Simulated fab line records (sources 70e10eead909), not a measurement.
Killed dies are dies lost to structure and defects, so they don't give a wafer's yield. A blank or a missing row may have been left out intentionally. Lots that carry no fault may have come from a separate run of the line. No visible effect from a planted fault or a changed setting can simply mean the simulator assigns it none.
Chamber matching | flow nand_harc | NHARC_A_STAIRCASE_TRIM_220 on rie_diel-12: 4 sister chambers
The step chemistry O2, time 211.2 s. 8 wafers are shown with their chamber, then 11 later ones without.

WAFERS WITH THEIR CHAMBER
wafer  | chamber | drypump_motor_current_A (A) | showerhead_plenum_p_Torr (Torr)
L083.4 | 2       | 6.1                         | 3.35
L088.3 | 0       | 6.6                         | 3.34
L090.4 | 1       | 5.1                         | 3.44
L090.6 | 3       | 5.8                         | 3.39
L092.3 | 0       | 6.6                         | 3.33
L092.4 | 1       | 5.2                         | 3.43
L092.5 | 2       | 6.1                         | 3.34
L093.1 | 3       | 5.7                         | 3.39

WAFERS MISSING THEIR CHAMBER
wafer  | drypump_motor_current_A (A) | showerhead_plenum_p_Torr (Torr)
L093.2 | 6.6                         | 3.33
L093.3 | 5.2                         | 3.43
L094.2 | 5.1                         | 3.43
L094.3 | 6.6                         | 3.33
L094.5 | 6.1                         | 3.33
L097.3 | 5.2                         | 3.42
L097.5 | 5.7                         | 3.38
L097.6 | 6.6                         | 3.33
L096.2 | 6.1                         | 3.33
L096.3 | 5.2                         | 3.42
L096.6 | 5.7                         | 3.38

THE CHAMBER EACH PASSED THROUGH
wafer  | from the rows above | in truth
L093.2 | 0                   | 0
L093.3 | 1                   | 1
L094.2 | 1                   | 1
L094.3 | 0                   | 0
L094.5 | 2                   | 2
L097.3 | 1                   | 1
L097.5 | 3                   | 3
L097.6 | 0                   | 0
L096.2 | 2                   | 2
L096.3 | 1                   | 1
L096.6 | 3                   | 3
Placed correctly: 11 of 11. Not placeable from these rows: 0. 0 placed wrongly.
How it was worked out, from the rows above alone: a wafer's distance from a chamber is the root of the sum, over the readings, of the square of ((its reading less the chamber's mean) divided by the reading's scatter). The wafer belongs to the nearest chamber; if the next one is less than 2 further off, it can't be placed. The mean given for a chamber averages the wafers shown for that chamber. How the scatter is found: for the shown wafers, subtract from each reading the mean of its chamber, square and add these, divide the total by (wafers less chambers), then take the root.
